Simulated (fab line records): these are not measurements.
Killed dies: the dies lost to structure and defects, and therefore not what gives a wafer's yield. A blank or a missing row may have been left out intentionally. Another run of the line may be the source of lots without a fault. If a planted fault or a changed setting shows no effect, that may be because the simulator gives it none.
fab line records | flow n5Finfet
record: lots: 9 wafers: 27 lastDay: 19
route steps=1938 shown SD_EPI_N@287 SD_EPI_P@304 BEOL_M4@1111
lots that met no fault: from a run of the same line without faults
startH: the number of hours between the record's first day and the start of the first shown wafer of the lot | waitH: hours since the lot's step before | " same as the row above | L1.1+2: several wafers, shown together as one row | - either no value or no given start | * or withheld: withheld | < > ~ a bound
route shown NAME@n: names a module that has steps shown in the file, with the first one's number in the route | usual: mean/standard deviation of fault-free wafers | same: alike in all rows | chamber/n: place in a boat | sites: the reading at each site | _std_site: the values' standard deviation | _edge_site: inner sites' mean taken away from outer sites' mean | radiusMm: how far each site lies from the wafer's centre | mask NAME#n: copy n | behind: the last tool/chamber to shape the wafer | hold: cause of the lot's hold/its duration in hours/its outcome | device: the n, p or np transistor that did not switch | end of line: at the end of the route, the tests of the same wafers | a step without rows: its recipe alone | killed: not the wafer's yield, but the dies lost to structure and defects at the first sort | map: dies across one wafer; x = killed, . = not, _ = none there
set.NAME: the run value of the setting; set.NAME@STEP: its run value at that earlier step | model.NAME: the simulator's own value behind a step, which no gauge read
steps of the route over a sample of lots; a table a step, a row a wafer
services: the hour from which a tool's chamber was out of use, counted from the record's first day as startH (under 0 if before that day), plus the number of hours and why
== steps ==
step: N5_SD_EPI_N_VAPOR_ETCH_50
recipe: chemistry: HCl target: Si tempC: 775 timeS: 54 pressureTorr: 20 mode: isotropic
usual: chamberPressureTorr: 19.99/0.048 lampInnerPct: 20.8/0.97 throttleValvePct: 11.0/0.39
columns lot.wafer tool chamber startH waitH chamberPressureTorr lampInnerPct throttleValvePct
L981.1 epiRpcvd-01 0 51.75 0.3 20.24 20.3 10.8
L981.3 " 0 " " 19.95 20.2 11.1
L981.5 " 0 " " 19.99 20.2 11.0
L982.2 epiRpcvd-01 0 58.76 0.3 19.99 20.0 10.6
L982.3 " 0 " " 19.95 20.0 10.8
L982.6 " 0 " " 20.03 20.1 10.7
L985.1 epiRpcvd-01 0 75.02 0.4 19.97 20.1 10.8
L985.4 " 0 " " 20.01 20.1 10.9
L985.6 " 0 " " 20.05 20.1 11.1
L986.1 epiRpcvd-04 0 83.58 0.3 20.03 20.2 11.6
L986.3 " 0 " " 19.96 20.1 11.6
L986.5 " 0 " " 19.96 20.1 11.8
L989.2 epiRpcvd-04 0 99.18 0.5 19.90 20.2 11.5
L989.3 " 0 " " 19.90 20.2 11.4
L989.5 " 0 " " 19.95 20.1 11.7
L994.1 epiRpcvd-03 0 128.28 0.3 20.01 22.0 10.6
L994.4 " 0 " " 19.94 22.2 10.6
L994.6 " 0 " " 19.99 22.1 10.5
L998.1 epiRpcvd-01 0 151.66 0.4 20.02 20.2 10.8
L998.3 " 0 " " 20.03 20.0 10.8
L998.6 " 0 " " 20.06 19.7 10.8
L999.1 epiRpcvd-03 0 157.80 0.4 19.94 22.2 10.7
L999.2 " 0 " " 20.03 22.5 10.5
L999.6 " 0 " " 19.95 22.1 10.7
L104.1 epiRpcvd-03 0 187.33 0.4 20.05 22.1 10.6
L104.2 " 0 " " 19.97 22.1 10.6
L104.5 " 0 " " 19.92 22.3 10.6
step: N5_SD_EPI_P_OVL_MEAS_10
recipe: pointsPerWafer: 44
usual: SD_P_BLK_OVL: 0.6/0.64
same: pointsPerWafer: 44
columns lot.wafer tool chamber startH waitH SD_P_BLK_OVL[nm]
L981.1 overlay-02 0 54.65 0.0 0.2
L981.3 " 0 " " 0.2
L981.5 " 0 " " -0.9
L982.2 overlay-02 0 61.61 0.0 0.0
L982.3 " 0 " " -0.3
L982.6 " 0 " " 0.8
L985.1 overlay-02 0 79.20 0.0 0.3
L985.4 " 0 " " 0.9
L985.6 " 0 " " 0.9
L986.1 overlay-01 0 86.46 0.0 0.1
L986.3 " 0 " " -0.2
L986.5 " 0 " " 0.7
L989.2 overlay-01 0 103.45 0.0 -0.7
L989.3 " 0 " " 0.5
L989.5 " 0 " " -0.6
L994.1 overlay-02 0 131.16 0.0 -0.2
L994.4 " 0 " " 0.1
L994.6 " 0 " " 0.3
L998.1 overlay-02 0 156.30 0.0 0.3
L998.3 " 0 " " 0.1
L998.6 " 0 " " 0.9
L999.1 overlay-02 0 161.24 0.0 0.8
L999.2 " 0 " " 0.1
L999.6 " 0 " " 0.8
L104.1 overlay-02 0 190.82 0.0 0.9
L104.2 " 0 " " 2.0
L104.5 " 0 " " 1.3
step: N5_SD_EPI_P_ETCH_36
recipe: chemistry: CF4 target: SiARC targetDepthA: 455 maskMaterial: CAR-ArF-block timeS: 75.8 ionEnergyEv: 80 pressureMtorr: 40 sourceW: 545 biasW: 36 Ar_flow_sccm: 100 cf4FlowSccm: 100 ends: cleared
usual: biasW: 36.02/0.1 cf4FlowSccm: 99.96/0.29 drypumpMotorCurrentA: 5.7/0.43 etchRfOnTimeS: 76.0/1.4 oesProductAu: 0.69/0.085 rfVppV: 183.9/1.2 showerheadPlenumPTorr: 2.13/0.071 throttleValvePct: 15.65/0.24
columns lot.wafer tool chamber startH waitH biasW cf4FlowSccm drypumpMotorCurrentA etchRfOnTimeS oesProductAu rfHoursCounterH rfVppV showerheadPlenumPTorr throttleValvePct
L981.1 rieDiel-02 3 54.74 0.0 36.12 100.36 5.8 75.2 0.71 50 182.9 2.10 15.84
L981.3 " 2 " " 35.98 100.01 6.0 76.0 0.67 123 183.9 2.24 15.65
L981.5 " 3 " " 36.22 99.81 5.8 74.7 0.72 - 182.6 2.09 15.88
L982.2 rieDiel-02 3 62.21 0.0 35.90 100.06 5.8 73.5 0.73 53 181.9 2.09 15.84
L982.3 " 1 " " 35.89 100.43 6.3 76.3 0.61 241 184.6 2.20 15.74
L982.6 " 0 " " 35.91 99.35 5.7 76.1 0.59 - 182.4 2.11 15.83
L985.1 rieDiel-03 1 79.29 0.0 35.96 100.16 6.0 74.1 0.64 193 184.7 2.21 15.69
L985.4 " 3 " " 35.88 99.81 5.5 78.8 0.57 240 182.6 2.03 15.81
L985.6 " 2 " " 35.98 100.17 5.3 76.8 0.62 - 183.4 2.03 15.79
L986.1 rieDiel-02 3 86.55 0.0 36.08 100.22 5.8 73.3 0.72 61 183.7 2.09 15.87
L986.3 " 0 " " 36.21 99.97 5.7 76.9 0.58 249 182.6 2.11 15.85
L986.5 " 2 " " 36.10 99.82 6.0 74.5 0.67 - 185.3 2.24 15.67
L989.2 rieDiel-03 2 103.54 0.0 35.89 99.59 5.3 77.3 0.61 213 182.1 2.03 15.79
L989.3 " 3 " " 36.04 99.81 5.5 78.2 0.57 248 182.2 2.02 15.82
L989.5 " 0 " " 35.90 100.39 4.8 76.6 0.76 - 184.1 2.11 15.35
L994.1 rieDiel-02 3 131.25 0.0 36.10 99.79 5.8 73.9 0.69 77 184.5 2.09 15.89
L994.4 " 0 " " 35.97 100.06 5.6 74.7 0.83 5 183.2 2.10 15.37
L994.6 " 2 " " 36.06 100.14 6.0 74.8 0.65 - 185.1 2.23 15.69
L998.1 rieDiel-02 0 156.39 0.0 36.16 100.09 5.6 75.2 0.82 11 183.2 2.10 15.39
L998.3 " 1 " " 36.12 99.83 6.4 76.5 0.78 17 185.1 2.19 15.29
L998.6 " 1 " " 35.91 100.08 6.3 77.1 0.78 - 183.5 2.19 15.32
L999.1 rieDiel-02 1 161.48 0.0 36.01 99.86 6.3 75.1 0.77 19 184.9 2.19 15.30
L999.2 " 3 " " 36.13 100.54 5.8 74.6 0.68 84 182.7 2.08 15.93
L999.6 " 3 " " 36.09 100.14 5.8 73.2 0.70 - 183.2 2.08 15.92
L104.1 rieDiel-02 2 190.91 0.0 36.08 100.03 6.0 75.3 0.64 167 184.3 2.23 15.74
L104.2 " 0 " " 36.00 99.82 5.7 74.2 0.80 21 183.8 2.10 15.39
L104.5 " 0 " " 36.08 100.18 5.7 74.6 0.79 - 185.2 2.10 15.40
step: N5_SD_EPI_P_WET_ETCH_45
recipe: chemistry: dHF dilution: withheld timeS: 10.7 target: SiO2 targetDepthA: 20 tempC: 25 dry: ipaMarangoni rinseTimeS: 30 rinseTempC: 23
usual: rinseTempC: 23.00/0.1 rinseTimeS: 30/0
columns lot.wafer tool chamber startH waitH rinseTempC rinseTimeS
L981.1 wetBench-02 6 55.49 0.1 23.11 30
L981.3 " 5 " " 22.91 30
L981.5 " 0 " " 23.07 30
L982.2 wetBench-06 1 62.95 0.1 23.05 30
L982.3 " 7 " " 22.91 30
L982.6 " 3 " " 22.87 30
L985.1 wetBench-06 1 80.04 0.1 22.93 30
L985.4 " 4 " " 22.88 30
L985.6 " 5 " " 22.99 30
L986.1 wetBench-06 5 87.30 0.1 22.95 30
L986.3 " 4 " " 22.89 30
L986.5 " 3 " " 22.68 30
L989.2 wetBench-06 2 104.29 0.1 23.08 30
L989.3 " 0 " " 22.75 30
L989.5 " 3 " " 22.94 30
L994.1 wetBench-01 3 132.00 0.1 23.05 30
L994.4 " 5 " " 23.11 30
L994.6 " 2 " " 22.84 30
L998.1 wetBench-06 6 157.14 0.1 - -
L998.3 " 2 " " - -
L998.6 " 0 " " - -
L999.1 wetBench-06 1 162.22 0.1 - -
L999.2 " 2 " " - -
L999.6 " 6 " " - -
L104.1 wetBench-01 2 191.66 0.1 23.09 30
L104.2 " 3 " " 22.96 30
L104.5 " 4 " " 23.11 30
step: N5_BEOL_M4_RC_MEAS_101
usual: DIBL_N: 36.6/1.3 DIBL_P: 36.4/1.4 IOFF_N: 0.167/0.023 IOFF_P: 0.219/0.029 ION_N: 678/8.7 ION_P: 464/6.4 SS_N: 71.5/0.53 SS_P: 73.4/0.57 VT_N: 248.5/2.8 VT_P: -249/3.1
columns lot.wafer tool chamber startH waitH DIBL_N[mV/V] DIBL_P[mV/V] IOFF_N[nA/um] IOFF_P[nA/um] ION_N[uA/um] ION_P[uA/um] SS_N[mV/dec] SS_P[mV/dec] VT_N[mV] VT_P[mV]
L981.1 prober-01 0 185.19 0.0 37.4 37.4 0.195 0.237 697 467 72.2 73.3 243.2 -248
L981.3 " 0 " " 37.8 37.4 0.193 0.224 690 465 70.9 72.9 245.4 -249
L981.5 " 0 " " 36.8 36.8 0.171 0.216 683 465 71.2 73.5 248.1 -250
L982.2 prober-01 0 198.35 0.2 39.7 38.0 0.211 0.267 692 469 72.4 74.2 244.7 -246
L982.3 " 0 " " 37.9 35.7 0.180 0.226 686 469 71.0 73.1 245.5 -248
L982.6 " 0 " " 37.8 35.3 0.174 0.220 674 463 71.6 72.9 247.3 -249
L986.1 prober-02 0 201.08 0.0 34.3 33.1 0.125 0.212 660 468 71.6 72.4 254.0 -247
L986.3 " 0 " " 35.1 33.8 0.132 0.219 673 475 71.4 72.5 253.4 -249
L986.5 " 0 " " 36.7 35.5 0.164 0.256 675 476 73.2 72.3 249.6 -245
L985.1 prober-02 0 202.92 0.0 37.2 36.1 0.166 0.233 688 471 71.8 73.2 247.2 -245
L985.4 " 0 " " 37.2 35.8 0.158 0.233 691 470 71.2 73.9 246.0 -245
L985.6 " 0 " " 39.4 38.8 0.219 0.279 702 477 71.9 74.0 242.7 -246
L989.2 prober-02 0 254.80 0.2 35.0 34.1 0.133 0.192 666 462 70.6 72.9 252.4 -249
L989.3 " 0 " " 37.0 36.9 0.166 0.239 681 471 71.8 73.5 247.1 -247
L989.5 " 0 " " 37.8 37.1 0.169 0.238 669 459 71.9 73.4 250.5 -246
L994.1 prober-01 0 305.05 0.0 35.5 37.1 0.165 0.201 674 460 71.6 74.1 248.2 -253
L994.4 " 0 " " 36.0 38.0 0.177 0.215 673 457 71.8 74.1 249.4 -253
L994.6 " 0 " " 36.7 38.3 0.189 0.210 670 455 72.2 74.1 247.0 -251
L999.1 prober-02 0 332.15 0.0 35.9 34.5 0.156 0.197 675 458 70.9 73.1 246.8 -251
L999.2 " 0 " " 35.2 34.3 0.148 0.202 681 466 70.5 73.3 249.7 -250
L999.6 " 0 " " 36.6 35.2 0.169 0.208 681 460 70.9 73.3 246.5 -250
L998.1 prober-02 0 334.87 0.0 35.9 34.9 0.145 0.166 671 457 70.8 72.7 248.9 -256
L998.3 " 0 " " 37.9 38.4 0.187 0.212 676 455 71.9 73.8 245.3 -250
L998.6 " 0 " " 36.3 35.3 0.144 0.170 673 454 71.6 73.5 253.4 -254
L104.1 prober-02 0 351.41 0.0 36.2 37.2 0.160 0.197 679 461 71.8 72.2 248.6 -252
L104.2 " 0 " " 36.1 36.6 0.153 0.182 676 457 71.3 72.6 251.2 -250
L104.5 " 0 " " 35.8 36.3 0.151 0.179 679 460 70.9 72.6 250.6 -252
== services ==
columns tool chamber startH hours kind
rieDiel-03 0 30.72 - clean
rieDiel-03 0 30.72 - consumableReplace:focusRing
rieDiel-03 0 30.72 21.0 scheduledDown
rieDiel-03 0 30.72 21.0 ventCycle
epiRpcvd-03 - 33.20 6.0 pm
rieDiel-02 1 86.29 - clean
rieDiel-02 1 86.29 - consumableReplace:focusRing
rieDiel-02 1 86.29 15.5 scheduledDown
rieDiel-02 1 86.29 15.5 ventCycle
rieDiel-03 1 92.93 14.9 repair
epiRpcvd-03 - 100.86 2.8 pm
rieDiel-02 0 102.04 - clean
rieDiel-02 0 102.04 - consumableReplace:focusRing
rieDiel-02 0 102.04 16.1 scheduledDown
rieDiel-02 0 102.04 16.1 ventCycle
epiRpcvd-01 - 106.64 2.8 pm
rieDiel-03 3 108.35 - clean
rieDiel-03 3 108.35 - consumableReplace:focusRing
rieDiel-03 3 108.35 - consumableReplace:showerhead
epiRpcvd-04 - 116.76 7.7 repair
rieDiel-03 1 145.19 1.6 repair
epiRpcvd-01 - 161.15 14.6 pm
epiRpcvd-04 - 175.04 2.7 repair
rieDiel-03 - 177.21 0.8 repair
== key ==
firstSign: step: N5_SD_EPI_P_WET_ETCH_45 reading: toolRecord direction: missing
effect none on later readings
metAt N5_SD_EPI_P_WET_ETCH_45
struckLots L998,L999
notActingAt N5_SD_EPI_N_VAPOR_ETCH_50,N5_SD_EPI_P_OVL_MEAS_10,N5_SD_EPI_P_ETCH_36
onsetBetween 104.29 157.14
fault: kind: skippedStepWhole tool: wetBench-02,wetBench-06 chamber: - onsetH: 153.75 steps: N5_SD_EPI_P_WET_ETCH_45 scope: struckLotsOnly
